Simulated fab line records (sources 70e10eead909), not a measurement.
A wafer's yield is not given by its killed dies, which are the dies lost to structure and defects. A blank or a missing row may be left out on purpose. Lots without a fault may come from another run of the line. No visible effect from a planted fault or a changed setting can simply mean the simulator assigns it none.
8D (eight disciplines) problem report, filled in by code || flow nandHarc || the parts of the form that need people (team, actions taken, sign-off) are left out

1. THE PROBLEM
Wafers without a fault read 188.47 W, standard deviation 0.15; heaterPowerTotalW at NHARC_A_CONTACT_SOFTBAKE_64 reads a mean of 323.07 W on 3 wafers belonging to 2 lots. That is +99 or more standard deviations from the usual mean.
The step: time 55 s.
Seen first at day 30 11:00 on lithoTrack-04, wafer L184.2. The record holds 39 wafers of 13 lots with a number at this step. The rule behind "out" and "out of limits": a value lying over 4 standard deviations away from the usual mean. The rest of the wafers with a number are treated as sound.

2. WHAT IT IS, AND WHAT IT ISN'T
{"question": "which readings at this step", "is": "heaterPowerTotalW", "is not": "-"}
{"question": "which lots", "is": "L184, L185", "is not": "L164, L166, L170, L172, L173, L175, L176, L177, L180, L186, L187"}
{"question": "which wafers of those lots", "is": "L184.2, L184.5, L185.6", "is not": "L184.3, L185.1, L185.3"}
{"question": "read on which tools", "is": "lithoTrack-04", "is not": "lithoTrack-01, lithoTrack-06"}
{"question": "when", "is": "from day 30 11:00", "is not": "up to then (28 sound wafers); but 8 sound wafers of L185, L186, L187 came after"}

3. WHAT RULES OUT EACH SUSPECT
Counting: a tool at a process step up to the reading stays a suspect if it ran every lot that is out. Sound lots after the first of them don't rule it out here, since some wafers of a struck lot are sound.
- rieDiel-08 at NHARC_A_CONTACT_ETCH_90 (etches the open film in CH3F/O2, target depth 40 nm, time 85.7 s): kept. It processed each lot that is out (first: L184, day 30 06:46); up to then, its last sound lot is L175 (day 26 11:59).
- lithoTrack-04 at NHARC_A_CONTACT_SOFTBAKE_64 (time 55 s): kept. It processed each lot that is out (first: L184, day 30 11:00); up to then, its last sound lot is L176 (day 27 12:00). Out on those wafers are its own readings of heaterPowerTotalW.
What counting leaves: rieDiel-08 at NHARC_A_CONTACT_ETCH_90 and lithoTrack-04 at NHARC_A_CONTACT_SOFTBAKE_64.

4. THE CAUSE (what the simulator had put in)
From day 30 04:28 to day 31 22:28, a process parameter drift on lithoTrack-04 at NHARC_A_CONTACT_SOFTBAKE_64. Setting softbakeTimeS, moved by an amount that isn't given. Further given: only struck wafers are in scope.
Counting leaves 2 suspects; this tool is one of them.

5. THE CHAIN OF EFFECTS, in route order
One row per reading whose mean, taken over the struck wafers that have a number, lies over 3 standard deviations from the usual. Readings are gone through only where the record gives a usual standard deviation; hours: the median, over the lots, of the time from a lot's start at the first step in this table giving one to that lot's start at this step; sigmas: the change measured in usual standard deviations.
{"hours": 0, "step": "NHARC_A_CONTACT_SOFTBAKE_64", "reading": "heaterPowerTotalW", "usual": "188.47 W", "on struck wafers": 323.07, "change": "+134.60", "sigmas": "+99 or more"}
The process steps in it:
- NHARC_A_CONTACT_SOFTBAKE_64: time 55 s.

6. HOW IT WOULD HAVE BEEN CAUGHT EARLIER
In this record no reading fell out of limits until day 30 11:00, 7 hours after the fault had begun at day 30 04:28.
